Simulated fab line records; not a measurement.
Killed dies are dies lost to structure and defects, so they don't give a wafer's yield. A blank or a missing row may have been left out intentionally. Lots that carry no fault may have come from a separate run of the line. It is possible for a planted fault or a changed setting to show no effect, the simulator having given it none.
Comparing a struck lot with a sound one    flow nandHarc    22 out of 1159 route steps
Sound: these wafers, L267.2, L267.4, L267.6. Struck: wafers L276.1, L276.3, L276.4. The cause is given at the end.
Order at every step that has rows: each side's tool, ch and its chambers, its first start. Under that, the readings that differ: sound wafers    struck wafers    difference of the means    sigmas: that difference in standard deviations of wafers without a fault.
alike: words and numbers the same on both sides, and readings whose means are apart by under 2 such deviations; not compared: readings that were withheld, readings missing a value for some wafer, numbers with overlapping values and no deviation given by the record, and bounds like >300 which may hide the same value.
A row with sigmas, a row that says differs or no value, or rows on one side alone: a step with any of these is where the two part. Non-overlapping numbers with no deviation appear without sigmas and do not part them. A reading that every wafer of one side lacks parts them only if that side has two wafers or more.

NHARC_P_CONTACT_CMP_24: polishes, t overpolish 30 s, target thk 200 nm.
  sound on cmp-03 ch 2,3, day 7 09:05; struck on cmp-04 ch 0,2,3, day 9 18:04
  alike: motorCurrentA, overpolishRunS, timeToEndpointS
then, 1 step without rows for these wafers: NHARC_P_CONTACT_SRD_26.
NHARC_P_CONTACT_INSPECT_27:
  struck on defectInspect-01, day 9 18:30; sound on defectInspect-02, day 7 09:28
  alike: rawDefectCount
then, 8 steps without rows for these wafers: NHARC_P_M0_DEP_00 (deposits SiOC, target thk 150 nm); NHARC_P_M0_DEHYDRATE_01 (time 120 s); NHARC_P_M0_HMDS_02 (time 30 s); NHARC_P_M0_COAT_33 (time 65 s); NHARC_P_M0_COAT_03 (resist thk 90 nm); NHARC_P_M0_SOFTBAKE_04 (time 55 s); NHARC_P_M0_EBR_05; NHARC_P_M0_EXPOSE_06 (exposes mask P M0, target cd 90 nm).
NHARC_P_M0_PEB_07: peb time 65 s.
  sound on lithoTrack-04 ch 0, day 7 10:25; struck on lithoTrack-01 ch 0, day 9 19:19
reading                sound              struck             difference  sigmas
heaterPowerTotalW (W)  156.4 157.1 156.6  174.4 175.0 174.4  +17.9       +43
then, 1 step without rows for these wafers: NHARC_P_M0_DEVELOP_08 (develop time 35 s).
NHARC_P_M0_CD_MEAS_09 targets a cd of 90 nm.
  sound on cdSem-02 ch 0, day 7 10:29; struck on cdSem-02 ch 0, day 9 19:24
reading    sound           struck          difference  sigmas
cdNm (nm)  89.4 88.9 88.6  81.2 80.6 81.4  -7.9        -10
NHARC_P_M0_OVL_MEAS_10: pitch 180 nm.
  struck on overlay-02, day 9 19:29; sound on overlay-01, day 7 10:35
  alike: overlayXNm, overlayYNm
NHARC_P_M0_INSPECT_11:
  struck on defectInspect-01, day 9 19:32; sound on defectInspect-01, day 7 10:38
reading         sound   struck  difference  sigmas
rawDefectCount  8 4 19  1 1 2   -9          -3
NHARC_P_M0_DESCUM_14: chemistry O2, time 3 s.
  sound on rieDiel-03 ch 0,1,3, day 7 10:43; struck on rieDiel-08 ch 1,2,3, day 9 19:36
reading               sound              struck            difference  sigmas
model.P_M0.cdNm (nm)  88.56 90.12 88.68  80.7 80.19 80.05  -8.8        
  alike: drypumpMotorCurrentA, oesProductAu, rfVppV, showerheadPlenumPTorr, throttleValvePct
  not compared: rfHoursCounterH
NHARC_P_M0_ETCH_34: etches the open film in N2/H2, target depth 40 nm, overetch 12 nm, time 43.94 s.
  sound on rieDiel-03 ch 0,1,3, day 7 10:47; struck on rieDiel-08 ch 1,2,3, day 9 19:41
  alike: drypumpMotorCurrentA, oesProductAu, rfVppV, showerheadPlenumPTorr, throttleValvePct
  not compared: rfHoursCounterH
NHARC_P_M0_ETCH_15: etches the open film in C4F8/Ar, target depth 150 nm, overetch 15 nm, time 82.5 s.
  sound on rieDiel-03 ch 1,2; struck on rieDiel-08 ch 0,1,3
reading               sound             struck           difference  sigmas
model.P_M0.cdNm (nm)  88.04 89.8 88.17  80.01 80.5 79.5  -8.67       
  alike: oesProductAu, rfVppV
  not compared: rfHoursCounterH
NHARC_P_M0_CD_MEAS_16:
  struck on cdSem-02, day 9 19:54; sound on cdSem-03, day 7 10:59
reading    sound           struck          difference  sigmas
cdNm (nm)  88.2 89.6 88.2  80.0 80.9 79.7  -8.5        -8
NHARC_P_M0_STRIP_18: strips in N2/H2.
  sound on rieDiel-08 ch 1,2,3, day 7 11:05; struck on rieDiel-09 ch 0,2,3, day 9 19:59
  alike: drypumpMotorCurrentA, oesProductAu, rfVppV, showerheadPlenumPTorr, throttleValvePct
  not compared: rfHoursCounterH
-- jump in the record: it breaks off in module P_M0 and resumes in module END (first step shown: number 1159 of the route), and 13 days separate the struck wafers' starts before and after --
NHARC_END_SORT_01:
  sound on prober-02 ch 0, day 20 05:43; struck on prober-02 ch 0, day 23 01:58
reading      sound  struck  difference  sigmas
killedShort  3 2 2  3 9 6   +4          +2
  alike: defectLimitedYield, killedAtArray, killedAtOther, killedAtPeriphery, killedDies, killedOpen, sort_bin_2_pct, sort_bin_3_pct, sort_bin_4_pct, sortNPass, sortRimYieldPct, sortYieldPct

== WHERE THEY PART ==
Last at NHARC_END_SORT_01 as far as this record goes, first at NHARC_P_M0_PEB_07.

WHY: whatever the simulator had introduced
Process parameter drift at NHARC_P_M0_PEB_07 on lithoTrack-01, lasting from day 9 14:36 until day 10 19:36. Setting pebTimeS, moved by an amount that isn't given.
